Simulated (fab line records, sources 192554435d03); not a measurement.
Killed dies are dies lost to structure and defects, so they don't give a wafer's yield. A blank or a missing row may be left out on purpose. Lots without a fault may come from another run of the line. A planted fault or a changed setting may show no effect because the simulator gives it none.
Split-lot experiment | flow n5_finfet | 7 lots, 21 wafers read, on a route of 1938 steps

THE SPLIT
At N5_FIN_CUT_ETCH_21 (etches SOC in N2/H2, target depth 219 nm, overetch 43.8 nm, time 523.5 s), the setting bias_w was moved away from the recipe's 61 W on 7 of the 21 wafers read, by -17.4% to -5.2%. The other wafers ran this setting at the recipe's value.

The reading is taken at the split's own step.

THE READING
rf_vpp_V, in V, at N5_FIN_CUT_ETCH_21 (etches SOC in N2/H2, target depth 219 nm, overetch 43.8 nm, time 523.5 s). Fault-free wafers of this fab line usually give 240.5 V, standard deviation 1.5 V.

wafer  | tool, chamber at the split | bias_w as run, W | against the recipe | rf_vpp_V, V | against lot-mates on the recipe
L077.3 | rie_diel-02, 3             | 61               | recipe             | 242.1       | -
L077.4 | rie_diel-02, 0             | 57.85            | -5.2%              | 232.1       | -10.0
L077.5 | rie_diel-02, 1             | 57.85            | -5.2%              | 233.1       | -9.0
L079.3 | rie_diel-06, 2             | 61               | recipe             | 242.7       | -
L079.4 | rie_diel-06, 1             | 61               | recipe             | 240.4       | -
L079.6 | rie_diel-06, 2             | 61               | recipe             | 241.2       | -
L080.2 | rie_diel-06, 3             | 61               | recipe             | 240.0       | -
L080.3 | rie_diel-06, 2             | 61               | recipe             | 241.7       | -
L080.6 | rie_diel-06, 2             | 61               | recipe             | 242.7       | -
L083.2 | rie_diel-02, 0             | 50.39            | -17.4%             | 212.8       | -27.0
L083.3 | rie_diel-02, 2             | 61               | recipe             | 239.8       | -
L083.6 | rie_diel-02, 3             | 50.39            | -17.4%             | 214.3       | -25.5
L087.3 | rie_diel-03, 3             | 61               | recipe             | 241.0       | -
L087.4 | rie_diel-03, 1             | 61               | recipe             | 239.8       | -
L087.5 | rie_diel-03, 1             | 55.82            | -8.5%              | 229.0       | -11.4
L090.2 | rie_diel-02, 2             | 61               | recipe             | 237.8       | -
L090.4 | rie_diel-02, 1             | 55.59            | -8.9%              | 228.1       | -9.7
L090.6 | rie_diel-02, 0             | 55.59            | -8.9%              | 225.1       | -12.7
L094.2 | rie_diel-06, 1             | 61               | recipe             | 239.4       | -
L094.4 | rie_diel-06, 2             | 61               | recipe             | 241.5       | -
L094.6 | rie_diel-06, 0             | 61               | recipe             | 242.4       | -

THE FIT
A straight line over all 21 wafers: rf_vpp_V changes by +1.57 V for each +1% of bias_w; r = +0.99; the points scatter about the line by 1.4 V.
The same after taking each lot's own level away (the mean of its wafers on the recipe; 21 wafers): +1.47 V for each +1%; r = +0.99; scatter 1.3 V.
On that fit, the largest move of bias_w shifts the reading by 26 V.
The lots' own levels span 237.80 to 242.10 V, that is 2.9 times the standard deviation above.
So the lot-to-lot level changes the slope little: the two slopes agree.
Check: with one of the wafers moved furthest among these (-17.4%) left out of the fit, the line predicts -24.8 V for it against its lot-mates. It came out at -27 V against them.
Tool readings at the split's step, against how far the setting was moved: rf_vpp_V r = +0.99.

THE FILE'S OWN FIT
rf_vpp_V changes by +1.46 V for each +1% of bias_w, r = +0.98.
